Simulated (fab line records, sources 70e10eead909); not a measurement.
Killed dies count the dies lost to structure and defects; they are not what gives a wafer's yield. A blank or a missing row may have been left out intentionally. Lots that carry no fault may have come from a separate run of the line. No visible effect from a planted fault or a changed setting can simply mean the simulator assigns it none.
fab line records | flow nand-harc
record lots=13 | wafers=39 | last-day=24
route steps=1159 shown P_GATE@149
lots that met no fault: taken from a fault-free run of the same line
start-h: start of the lot's first displayed wafer, in hours after the record's first day | wait-h: hours elapsed since this lot's preceding step | " as in the row above | L1.1+2: a single row standing in for several wafers | - no value present, or no start provided | * or withheld: withheld | < > ~ a bound
route shown NAME@n: a module of which the file shows steps, and the number in the route of the first | usual: mean and standard deviation over wafers with no fault | same: alike in all rows | chamber/n: place in a boat | sites: the reading at each site | _std_site: their standard deviation | _edge_site: inner sites' mean taken away from outer sites' mean | radius-mm: how far each site lies from the wafer's centre | mask NAME#n: copy n | behind: tool/chamber where the wafer was last shaped | hold: why the lot went on hold/how many hours it stayed there/how the hold came to an end | device: transistor that didn't switch, given as n, p or np | end of line: at the end of the route, the tests of the same wafers | step lacking rows: just its recipe | killed: count of dies lost to structure and defects at first sort (not the wafer's yield) | map: shows each die of a wafer: x if killed, . if not, _ if none is there
set.NAME: setting as actually run; set.NAME@STEP: the setting as run at that earlier step | model.NAME: the simulator's own value behind a step, which no gauge read
a sample of lots followed through the steps of the route, with each step as a table and each wafer as a row
services: when a tool's chamber went out of use (start-h, in hours from the record's first day, below 0 if earlier), for how many hours, and the reason
## steps
# step NHARC_P_GATE_ETCH_32
# recipe target-depth-a=1500 | over-etch-frac=1 | over-etch-ion-energy-ev=40 | time-s=100.1 | hbr-flow-sccm=150 | cl2-flow-sccm=50 | rf-w=400 | icp-w=400 | bias-w=100 | chemistry=HBr/Cl2
# usual drypump-motor-current-A=5.8/0.48 | mfc-cl2-sccm=50.00/0.16 | oes-product-au=0.998/0.01 | throttle-valve-pct=26.406/0.0088
lot.wafer | tool      | chamber | start-h | wait-h | drypump-motor-current-A | mfc-cl2-sccm | oes-product-au | rf-hours-counter-h | throttle-valve-pct
L427.1    | rie-si-05 | 3       | 91.36   | -      | 6.3                     | 50.07        | 0.996          | 0.1                | 26.397
L427.2    | "         | 1       | "       | "      | 5.6                     | 50.08        | 0.990          | 0.1                | 26.418
L427.5    | "         | 3       | "       | "      | 6.2                     | 50.13        | 0.994          | -                  | 26.404
L428.4    | rie-si-01 | 1       | 100.84  | -      | 4.9                     | 50.17        | 1.027          | 1.2                | 26.407
L428.1    | "         | 2       | "       | "      | 5.3                     | 50.15        | 0.996          | 1.2                | 26.417
L428.3    | "         | 3       | "       | "      | 5.7                     | 50.11        | 1.010          | 0.9                | 26.402
L431.1    | rie-si-01 | 2       | 111.38  | -      | 5.3                     | 50.12        | 0.987          | 1.3                | 26.416
L431.3    | "         | 0       | "       | "      | 5.8                     | 49.87        | 0.988          | 1.3                | 26.399
L431.4    | "         | 1       | "       | "      | 4.9                     | 49.91        | 1.026          | 1.3                | 26.403
L436.1    | rie-si-03 | 1       | 138.71  | -      | 5.8                     | 49.81        | 0.985          | 1.5                | 26.421
L436.2    | "         | 2       | "       | "      | 5.4                     | 49.93        | 1.004          | 1.5                | 26.417
L436.6    | "         | 3       | "       | "      | 5.8                     | 50.14        | 0.993          | -                  | 26.409
L442.2    | rie-si-05 | 0       | 168.19  | -      | 5.9                     | 50.08        | 0.994          | 0.7                | 26.414
L442.4    | "         | 2       | "       | "      | 6.7                     | 49.93        | 1.001          | 0.9                | 26.410
L442.6    | "         | 1       | "       | "      | 5.6                     | 50.35        | 0.995          | -                  | 26.412
L443.3    | rie-si-05 | 3       | 188.66  | -      | 6.2                     | 49.88        | 1.001          | 1.2                | 26.399
L443.6    | "         | 1       | "       | "      | 5.6                     | 49.98        | 0.999          | -                  | 26.406
L443.5    | "         | 2       | "       | "      | 6.6                     | 49.81        | 1.008          | -                  | 26.394
L444.4    | rie-si-03 | 2       | 192.84  | -      | 5.5                     | 49.99        | 0.986          | 0.3                | 26.399
L444.1    | "         | 0       | "       | "      | 6.3                     | 49.86        | 1.005          | 0.2                | 26.413
L444.3    | "         | 1       | "       | "      | 5.8                     | 50.14        | 0.997          | 0.2                | 26.400
L445.4    | rie-si-01 | 2       | 199.56  | -      | 5.3                     | 50.12        | 1.001          | 0.5                | 26.403
L445.5    | "         | 3       | "       | "      | 5.7                     | 49.89        | 1.006          | -                  | 26.402
L445.6    | "         | 0       | "       | "      | 5.8                     | 49.99        | 0.997          | -                  | 26.393
L447.1    | rie-si-01 | 0       | 208.36  | -      | 5.8                     | 50.25        | 1.000          | 0.5                | 26.393
L447.2    | "         | 3       | "       | "      | 5.7                     | 50.10        | 0.999          | 0.6                | 26.415
L447.6    | "         | 0       | "       | "      | 5.8                     | 50.07        | 0.995          | -                  | 26.414
L446.4    | rie-si-05 | 1       | 208.83  | -      | 5.6                     | 49.98        | 0.978          | 1.2                | 26.425
L446.3    | "         | 0       | "       | "      | 5.9                     | 49.90        | 0.994          | 1.2                | 26.396
L446.6    | "         | 2       | "       | "      | 6.7                     | 50.08        | 1.017          | -                  | 26.396
L448.1    | rie-si-05 | 2       | 217.51  | -      | 6.6                     | 49.98        | 1.010          | 1.4                | 26.397
L448.4    | "         | 3       | "       | "      | 6.2                     | 50.05        | 1.002          | 1.3                | 26.414
L448.6    | "         | 2       | "       | "      | 6.7                     | 50.05        | 1.015          | -                  | 26.431
L449.2    | rie-si-01 | 2       | 221.80  | -      | 5.3                     | 49.89        | 0.999          | 0.7                | 26.404
L449.3    | "         | 0       | "       | "      | 5.8                     | 49.98        | 0.997          | 0.6                | 26.404
L449.6    | "         | 2       | "       | "      | 5.3                     | 49.91        | 0.998          | -                  | 26.392
L450.2    | rie-si-03 | 3       | 222.25  | -      | 5.8                     | 49.98        | 0.990          | 0.5                | 26.404
L450.4    | "         | 0       | "       | "      | 6.3                     | 50.06        | 1.011          | 0.3                | 26.399
L450.6    | "         | 3       | "       | "      | 5.8                     | 50.05        | 0.987          | -                  | 26.406
# step NHARC_P_GATE_STRIP_108
# recipe o2-flow-sccm=500 | ar-flow-sccm=0 | bias-w=0 | chemistry=O2
# usual drypump-motor-current-A=5.90/0.23 | oes-product-au=0.995/0.0095 | rf-vpp-V=57.7/0.88 | showerhead-plenum-p-Torr=3.49/0.16 | throttle-valve-pct=17.038/0.0096
lot.wafer | tool        | chamber | start-h | wait-h | drypump-motor-current-A | oes-product-au | rf-hours-counter-h | rf-vpp-V | showerhead-plenum-p-Torr | throttle-valve-pct
L427.2    | rie-diel-01 | 2       | 91.51   | -      | 6.20                    | 0.998          | 44                 | 57.4     | 3.42                     | 17.031
L427.1    | "           | 1       | "       | "      | 5.85                    | 1.015          | 37                 | 58.2     | 3.46                     | 17.022
L427.5    | "           | 3       | "       | "      | 5.26                    | 0.994          | -                  | 57.7     | 3.34                     | 17.042
L428.4    | rie-diel-01 | 3       | 101.05  | -      | 5.24                    | 1.010          | 43                 | 58.3     | 3.34                     | 17.030
L428.1    | "           | 0       | "       | "      | 6.07                    | 0.993          | 50                 | 58.7     | 3.66                     | 17.032
L428.3    | "           | 2       | "       | "      | 6.20                    | 1.008          | 47                 | 58.3     | 3.42                     | 17.051
L431.1    | rie-diel-07 | 1       | 111.55  | -      | 5.67                    | 0.993          | 9                  | 60.8     | 3.78                     | 17.048
L431.3    | "           | 2       | "       | "      | 5.97                    | 1.007          | 11                 | 57.6     | 3.38                     | 17.030
L431.4    | "           | 3       | "       | "      | 5.72                    | 1.001          | 12                 | 58.8     | 3.39                     | 17.051
L436.1    | rie-diel-07 | 1       | 138.86  | -      | 5.67                    | 0.980          | 13                 | 58.0     | 3.78                     | 17.029
L436.2    | "           | 3       | "       | "      | 5.72                    | 1.000          | 17                 | 58.3     | 3.38                     | 17.016
L436.6    | "           | 1       | "       | "      | 5.69                    | 0.983          | -                  | 59.1     | 3.78                     | 17.045
L442.4    | rie-diel-07 | 3       | 168.36  | -      | 5.72                    | 0.999          | 20                 | 57.2     | 3.38                     | 17.039
L442.2    | "           | 0       | "       | "      | 5.95                    | 1.002          | 19                 | 58.2     | 3.60                     | 17.036
L442.6    | "           | 3       | "       | "      | 5.71                    | 0.989          | -                  | 57.7     | 3.38                     | 17.043
L443.3    | rie-diel-03 | 0       | 188.82  | -      | 5.85                    | 0.984          | 54                 | 58.0     | 3.52                     | 17.036
L443.6    | "           | 2       | "       | "      | 6.26                    | 0.997          | -                  | 57.6     | 3.31                     | 17.029
L443.5    | "           | 3       | "       | "      | 6.18                    | 0.998          | -                  | 59.3     | 3.52                     | 17.048
L444.4    | rie-diel-01 | 1       | 193.00  | -      | 5.87                    | 0.996          | 16                 | 58.4     | 3.44                     | 17.049
L444.1    | "           | 2       | "       | "      | 6.21                    | 1.000          | 17                 | 58.2     | 3.40                     | 17.055
L444.3    | "           | 0       | "       | "      | 6.09                    | 0.995          | 17                 | 58.0     | 3.64                     | 17.045
L445.4    | rie-diel-03 | 3       | 199.74  | -      | 6.19                    | 0.979          | -                  | 59.3     | 3.52                     | 17.037
L445.5    | "           | 1       | "       | "      | 6.09                    | 1.001          | -                  | 58.0     | 3.29                     | 17.041
L445.6    | "           | 2       | "       | "      | 6.30                    | 0.987          | -                  | 57.4     | 3.31                     | 17.033
L447.1    | rie-diel-07 | 3       | 208.53  | -      | 5.73                    | 0.992          | 26                 | 57.1     | 3.38                     | 17.050
L447.2    | "           | 0       | "       | "      | 5.94                    | 1.008          | 26                 | 58.2     | 3.60                     | 17.034
L447.6    | "           | 2       | "       | "      | 5.96                    | 1.000          | -                  | 56.6     | 3.38                     | 17.049
L446.3    | rie-diel-07 | 1       | 208.99  | -      | 5.65                    | 0.988          | 23                 | 58.9     | 3.77                     | 17.055
L446.4    | "           | 2       | "       | "      | 5.95                    | 1.006          | 25                 | 57.9     | 3.38                     | 17.045
L446.6    | "           | 1       | "       | "      | 5.67                    | 0.980          | -                  | 56.4     | 3.78                     | 17.036
L448.4    | rie-diel-07 | 3       | 217.77  | -      | 5.70                    | 0.988          | 28                 | 57.1     | 3.38                     | 17.035
L448.1    | "           | 0       | "       | "      | 5.95                    | 1.009          | 28                 | 57.7     | 3.60                     | 17.047
L448.6    | "           | 2       | "       | "      | 5.95                    | 0.995          | -                  | 56.4     | 3.38                     | 17.033
L449.2    | rie-diel-07 | 2       | 221.98  | -      | 5.97                    | 1.012          | 28                 | 60.0     | 3.38                     | 17.032
L449.3    | "           | 3       | "       | "      | 5.70                    | 0.998          | 29                 | 57.3     | 3.38                     | 17.038
L449.6    | "           | 1       | "       | "      | 5.70                    | 0.980          | -                  | 57.8     | 3.77                     | 17.040
L450.2    | rie-diel-07 | 1       | 222.43  | -      | 5.68                    | 0.979          | 27                 | 57.8     | 3.77                     | 17.045
L450.4    | "           | 2       | "       | "      | 5.95                    | 1.012          | 28                 | 57.2     | 3.38                     | 17.034
L450.6    | "           | 0       | "       | "      | 5.93                    | 1.006          | -                  | 57.7     | 3.60                     | 17.035
# step NHARC_P_GATE_EXPOSE_88
# recipe na=0.6 | target-cd-nm=2000 | dose-mj=11.87 | mask-id=P_HVN
lot.wafer  | tool           | chamber | start-h | wait-h | mask
L427.1+2+5 | krf-scanner-02 | 0       | 108.75  | -      | P_HVN#0
L428.1+3+4 | krf-scanner-02 | 0       | 117.75  | -      | P_HVN#0
L431.1+3+4 | krf-scanner-02 | 0       | 125.88  | -      | P_HVN#0
L436.1+2+6 | krf-scanner-02 | 0       | 154.07  | -      | P_HVN_R1#0
L442.2+4+6 | krf-scanner-02 | 0       | 183.03  | -      | P_HVN#0
L443.3+5+6 | krf-scanner-04 | 0       | 203.36  | -      | P_HVN#0
L444.1+3+4 | krf-scanner-04 | 0       | 207.35  | -      | P_HVN#0
L445.4+5+6 | krf-scanner-02 | 0       | 216.39  | -      | P_HVN#0
L447.1+2+6 | krf-scanner-04 | 0       | 223.12  | -      | P_HVN#0
L446.3+4+6 | krf-scanner-03 | 0       | 223.49  | -      | P_HVN#0
L448.1+4+6 | krf-scanner-03 | 0       | 231.87  | -      | P_HVN#0
L449.2+3+6 | krf-scanner-04 | 0       | 236.41  | -      | P_HVN#0
L450.2+4+6 | krf-scanner-03 | 0       | 236.99  | -      | P_HVN#0
# step NHARC_P_GATE_CD_MEAS_91
# recipe target-cd-nm=2000 | landing-energy-ev=500
# usual cd-nm=2000.2/1.6
# same landing-energy-ev=500
lot.wafer | tool      | chamber | start-h | wait-h | cd-nm
L427.1    | cd-sem-03 | 0       | 108.91  | -      | 1998.9
L427.2    | "         | 0       | "       | "      | 1996.3
L427.5    | "         | 0       | "       | "      | 1999.1
L428.1    | cd-sem-03 | 0       | 117.91  | -      | 2001.1
L428.3    | "         | 0       | "       | "      | 2004.3
L428.4    | "         | 0       | "       | "      | 2000.7
L431.1    | cd-sem-02 | 0       | 126.04  | -      | 1999.8
L431.3    | "         | 0       | "       | "      | 2000.6
L431.4    | "         | 0       | "       | "      | 1998.8
L436.1    | cd-sem-02 | 0       | 154.22  | -      | 2162.1
L436.2    | "         | 0       | "       | "      | 2161.5
L436.6    | "         | 0       | "       | "      | 2163.7
L442.2    | cd-sem-01 | 0       | 183.19  | -      | 2000.6
L442.4    | "         | 0       | "       | "      | 2003.6
L442.6    | "         | 0       | "       | "      | 2002.2
L443.3    | cd-sem-03 | 0       | 203.51  | -      | 2001.4
L443.5    | "         | 0       | "       | "      | 2000.9
L443.6    | "         | 0       | "       | "      | 2001.2
L444.1    | cd-sem-03 | 0       | 207.51  | -      | 1997.9
L444.3    | "         | 0       | "       | "      | 1999.8
L444.4    | "         | 0       | "       | "      | 2000.4
L445.4    | cd-sem-03 | 0       | 216.54  | -      | 1997.0
L445.5    | "         | 0       | "       | "      | 2001.1
L445.6    | "         | 0       | "       | "      | 2000.9
L447.1    | cd-sem-03 | 0       | 223.28  | -      | 1999.9
L447.2    | "         | 0       | "       | "      | 1999.8
L447.6    | "         | 0       | "       | "      | 1999.7
L446.3    | cd-sem-01 | 0       | 223.64  | -      | 2000.0
L446.4    | "         | 0       | "       | "      | 2002.7
L446.6    | "         | 0       | "       | "      | 2000.0
L448.1    | cd-sem-02 | 0       | 232.02  | -      | 2000.4
L448.4    | "         | 0       | "       | "      | 2000.9
L448.6    | "         | 0       | "       | "      | 1999.7
L449.2    | cd-sem-03 | 0       | 236.56  | -      | 1998.3
L449.3    | "         | 0       | "       | "      | 1999.6
L449.6    | "         | 0       | "       | "      | 1999.5
L450.2    | cd-sem-03 | 0       | 237.15  | -      | 1998.9
L450.4    | "         | 0       | "       | "      | 1999.8
L450.6    | "         | 0       | "       | "      | 1997.8
# step NHARC_P_GATE_DESCUM_93
# recipe time-s=3 | o2-flow-sccm=200 | ar-flow-sccm=0 | bias-power-w=0 | chemistry=O2
# usual drypump-motor-current-A=5.86/0.24 | oes-product-au=0.997/0.01 | rf-vpp-V=57.7/0.81 | showerhead-plenum-p-Torr=1.88/0.088 | throttle-valve-pct=11.311/0.0092
lot.wafer | tool        | chamber | start-h | wait-h | drypump-motor-current-A | oes-product-au | rf-hours-counter-h | rf-vpp-V | showerhead-plenum-p-Torr | throttle-valve-pct
L427.1    | rie-diel-03 | 0       | 109.07  | -      | 5.84                    | 0.981          | 24                 | 57.4     | 1.92                     | 11.300
L427.2    | "           | 1       | "       | "      | 6.06                    | 0.994          | 15                 | 58.1     | 1.79                     | 11.327
L427.5    | "           | 1       | "       | "      | 6.09                    | 0.991          | -                  | 56.9     | 1.78                     | 11.319
L428.1    | rie-diel-07 | 3       | 118.08  | -      | 5.71                    | 0.988          | 13                 | 58.6     | 1.83                     | 11.315
L428.3    | "           | 1       | "       | "      | 5.67                    | 0.978          | 10                 | 58.8     | 2.06                     | 11.299
L428.4    | "           | 2       | "       | "      | 5.95                    | 1.001          | 12                 | 57.9     | 1.83                     | 11.310
L431.4    | rie-diel-01 | 2       | 126.20  | -      | 6.17                    | 1.002          | 57                 | 57.1     | 1.85                     | 11.314
L431.1    | "           | 3       | "       | "      | 5.24                    | 0.999          | 52                 | 56.7     | 1.80                     | 11.310
L431.3    | "           | 0       | "       | "      | 6.07                    | 0.987          | 58                 | 57.0     | 1.98                     | 11.319
L436.1    | rie-diel-03 | 0       | 154.38  | -      | 5.86                    | 0.987          | 42                 | 57.7     | 1.91                     | 11.304
L436.2    | "           | 1       | "       | "      | 6.09                    | 1.005          | 31                 | 55.8     | 1.78                     | 11.305
L436.6    | "           | 0       | "       | "      | 5.85                    | 0.981          | -                  | 57.6     | 1.91                     | 11.324
L442.4    | rie-diel-07 | 2       | 183.34  | -      | 5.91                    | 1.016          | 20                 | 57.5     | 1.83                     | 11.306
L442.2    | "           | 0       | "       | "      | 5.95                    | 1.003          | 21                 | 58.2     | 1.96                     | 11.303
L442.6    | "           | 3       | "       | "      | 5.72                    | 1.009          | -                  | 58.9     | 1.83                     | 11.286
L443.3    | rie-diel-01 | 2       | 203.68  | -      | 6.20                    | 0.988          | 20                 | 57.9     | 1.84                     | 11.298
L443.5    | "           | 1       | "       | "      | 5.83                    | 1.000          | -                  | 58.8     | 1.86                     | 11.307
L443.6    | "           | 2       | "       | "      | 6.18                    | 1.007          | -                  | 58.4     | 1.84                     | 11.303
L444.4    | rie-diel-07 | 2       | 207.68  | -      | 5.91                    | 1.014          | 25                 | 57.3     | 1.83                     | 11.309
L444.1    | "           | 3       | "       | "      | 5.70                    | 1.003          | 26                 | 58.3     | 1.83                     | 11.308
L444.3    | "           | 1       | "       | "      | 5.67                    | 0.990          | 23                 | 58.0     | 2.06                     | 11.298
L445.4    | rie-diel-07 | 3       | 216.71  | -      | 5.70                    | 0.997          | 28                 | 58.5     | 1.83                     | 11.308
L445.6    | "           | 1       | "       | "      | 5.67                    | 0.981          | -                  | 57.5     | 2.06                     | 11.317
L445.5    | "           | 2       | "       | "      | 5.93                    | 0.997          | -                  | 57.5     | 1.83                     | 11.309
L447.1    | rie-diel-07 | 3       | 223.44  | -      | 5.71                    | 0.988          | 29                 | 57.6     | 1.83                     | 11.323
L447.2    | "           | 1       | "       | "      | 5.62                    | 0.969          | 27                 | 59.3     | 2.06                     | 11.307
L447.6    | "           | 0       | "       | "      | 5.97                    | 1.002          | -                  | 57.0     | 1.95                     | 11.322
L446.3    | rie-diel-07 | 0       | 223.81  | -      | 5.92                    | 0.999          | 30                 | 59.1     | 1.95                     | 11.298
L446.4    | "           | 1       | "       | "      | 5.67                    | 0.977          | 27                 | 58.4     | 2.06                     | 11.298
L446.6    | "           | 3       | "       | "      | 5.71                    | 1.002          | -                  | 58.6     | 1.83                     | 11.319
L448.1    | rie-diel-01 | 3       | 232.19  | -      | 5.24                    | 1.001          | 35                 | 55.3     | 1.79                     | 11.316
L448.4    | "           | 2       | "       | "      | 6.18                    | 0.991          | 34                 | 57.2     | 1.84                     | 11.318
L448.6    | "           | 3       | "       | "      | 5.26                    | 1.004          | -                  | 57.1     | 1.79                     | 11.307
L449.2    | rie-diel-03 | 0       | 236.72  | -      | 5.85                    | 1.005          | 5                  | 57.1     | 1.90                     | 11.325
L449.3    | "           | 3       | "       | "      | 6.17                    | 1.000          | 5                  | 58.1     | 1.91                     | 11.296
L449.6    | "           | 1       | "       | "      | 6.08                    | 1.005          | -                  | 58.5     | 1.77                     | 11.321
L450.4    | rie-diel-07 | 2       | 237.53  | -      | 5.94                    | 1.004          | 0                  | 57.7     | 1.82                     | 11.309
L450.2    | "           | 1       | "       | "      | 5.65                    | 1.016          | 0                  | 57.8     | 2.06                     | 11.319
L450.6    | "           | 3       | "       | "      | 5.70                    | 0.997          | -                  | 58.1     | 1.82                     | 11.313
## services
tool           | chamber | start-h | hours | kind
krf-scanner-03 | -       | 81.90   | 0.3   | repair
rie-diel-07    | 0       | 84.72   | -     | clean
rie-diel-03    | 1       | 84.83   | 17.2  | repair
krf-scanner-03 | -       | 89.06   | 0.2   | repair
rie-diel-07    | 2       | 113.00  | 2.9   | repair
krf-scanner-04 | -       | 126.00  | 4.0   | pm
rie-si-01      | -       | 127.00  | 9.0   | pm
krf-scanner-02 | -       | 134.55  | 1.8   | repair
rie-si-01      | 0       | 136.12  | 1.8   | repair
rie-diel-01    | -       | 137.85  | 9.0   | pm
krf-scanner-03 | -       | 147.32  | 4.8   | repair
rie-si-05      | -       | 150.63  | 2.7   | repair
rie-si-03      | -       | 155.00  | 9.0   | pm
krf-scanner-03 | -       | 168.00  | 4.0   | pm
krf-scanner-02 | -       | 175.57  | 0.9   | repair
krf-scanner-03 | -       | 194.12  | 3.7   | repair
rie-diel-07    | 3       | 195.50  | 2.0   | repair
krf-scanner-02 | -       | 199.97  | 7.7   | repair
rie-diel-01    | 0       | 202.67  | 1.4   | repair
krf-scanner-02 | -       | 210.00  | 4.0   | pm
rie-diel-03    | -       | 215.30  | 9.0   | pm
rie-diel-07    | -       | 224.97  | 0.5   | repair
krf-scanner-03 | -       | 227.94  | 1.8   | repair
rie-diel-07    | -       | 228.53  | 9.0   | pm
## key
first-sign step=NHARC_P_GATE_EXPOSE_88 | reading=mask | direction=changed
effect step=NHARC_P_GATE_CD_MEAS_91 | reading=cd-nm | direction=up | sigmas=99+ | usual=2000.2 | struck=2162.4
met-at NHARC_P_GATE_EXPOSE_88
struck-lots L436
sort-left-out L436.1,L436.2,L436.6
tester-left-out L436
not-acting-at NHARC_P_GATE_ETCH_32,NHARC_P_GATE_STRIP_108,NHARC_P_GATE_DESCUM_93
onset-between 125.88 154.07
fault kind=wrong-mask | tool=any | chamber=- | onset-h=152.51 | steps=NHARC_P_GATE_EXPOSE_88 | aux-copy=P_HVN_R1#0 | cd-offset-nm=161.63 | scope=struck-lots-only
# tester-left-out: of these lots the tester's yield and bins aren't shown, on N5 and GAA mostly nor the transistor test; their killed dies are dies lost to structure and defects alone, not to doping, threshold or leakage, so they don't give the yield
# sort-left-out: the simulated sort isn't trusted on such a fault, so these wafers' sort isn't shown, and their yield isn't known
